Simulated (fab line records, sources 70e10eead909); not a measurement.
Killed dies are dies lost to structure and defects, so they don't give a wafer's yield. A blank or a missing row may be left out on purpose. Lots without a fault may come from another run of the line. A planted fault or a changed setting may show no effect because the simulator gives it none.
Problem report in the 8D (eight disciplines) form, filled by code | flow nand_harc | the parts of the form that need people (team, actions taken, sign-off) are left out

1. THE PROBLEM
killed_dies at NHARC_END_SORT_01 reads a mean of 335 on 1 wafer of 1 lot; wafers without a fault read 29 with a standard deviation of 10. That is +31 standard deviations from the usual mean.
First seen on wafer L331.1, day 22 03:17, on prober-01. The record holds 4 wafers of 2 lots with a number at this step. Rule for "out", or "out of limits": more than 4 standard deviations from the usual mean. The other wafers with a number count as sound.

2. WHAT IT IS AND WHAT IT IS NOT
question                    | is                           | is not
which readings at this step | killed_dies, killed_at_array | killed_at_periphery, killed_open, killed_short
which lots                  | L331                         | L335
which wafers of those lots  | L331.1                       | L331.4, L331.5
read on which gauges        | prober-01                    | prober-02
when                        | from day 22 03:17            | up to then (0 sound wafers); but 3 sound wafers of L331, L335 came after

3. SUSPECTS, AND WHAT RULES EACH OUT
Counting: a tool at a process step up to the reading stays a suspect if it ran every lot that is out. Sound lots after the first of them don't rule it out here, since some wafers of a struck lot are sound.
- the gauge at NHARC_END_SORT_01: kept. All the wafers that are out were read on prober-01, and no step on other tools shows them out.
- cmp-03 at NHARC_A_STAIRCASE_CMP_152 (polishes): kept. It ran the lot that is out, L331 (day 16 06:28).
- plasma_asher-02 at NHARC_THIN_TSV_STRIP_45 (strips in O2): kept. It ran the lot that is out, L331 (day 21 12:39).
- pecvd-01 at NHARC_THIN_TSV_DEP_47 (deposits SiO2, target thk 200 nm): kept. It ran the lot that is out, L331 (day 21 13:32).
- pvd_sputter-03 at NHARC_THIN_TSV_DEGAS_53 (time 60 s): kept. It ran the lot that is out, L331 (day 21 16:24).
- Within cmp-03 at NHARC_A_STAIRCASE_CMP_152: the wafers that are out ran in chamber 1; their sound lot-mates ran in chambers 0, 3.
Left after counting: cmp-03 at NHARC_A_STAIRCASE_CMP_152, plasma_asher-02 at NHARC_THIN_TSV_STRIP_45, pecvd-01 at NHARC_THIN_TSV_DEP_47, pvd_sputter-03 at NHARC_THIN_TSV_DEGAS_53, prober-01 at NHARC_END_SORT_01.

4. THE CAUSE (what the simulator had put in)
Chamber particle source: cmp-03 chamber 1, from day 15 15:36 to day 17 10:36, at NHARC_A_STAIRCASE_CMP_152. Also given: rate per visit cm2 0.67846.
Counting left 5 suspects, and this tool is among them.

5. THE CHAIN OF EFFECTS, in route order
Each row: a reading whose mean over the struck wafers that have a number lies more than 3 standard deviations from the usual. Only readings for which the record gives a usual standard deviation are gone through. hours: the time from each lot's start at the first step in this table that gives one to its start at this step, as a median over the lots. sigmas: the change in usual standard deviations.
hours | step              | reading         | usual | on struck wafers | change | sigmas
0     | NHARC_END_SORT_01 | killed_at_array | 25    | 330              | +305   | +30
0     | NHARC_END_SORT_01 | killed_dies     | 29    | 335              | +306   | +31

6. WHAT WOULD HAVE CAUGHT IT SOONER
In this record the first reading out of limits at a measuring or inspecting step was taken at day 22 03:17, 156 hours after the fault began at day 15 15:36.
Of the tool readings at NHARC_A_STAIRCASE_CMP_152 for which the record gives a usual standard deviation, none was out on any struck wafer, so an alarm limit of 4 standard deviations on them would not have fired.
All the lots that are out (1) had begun NHARC_A_STAIRCASE_CMP_152 on cmp-03 by day 22 03:17. A hold on the tool at that time would have spared none of them.
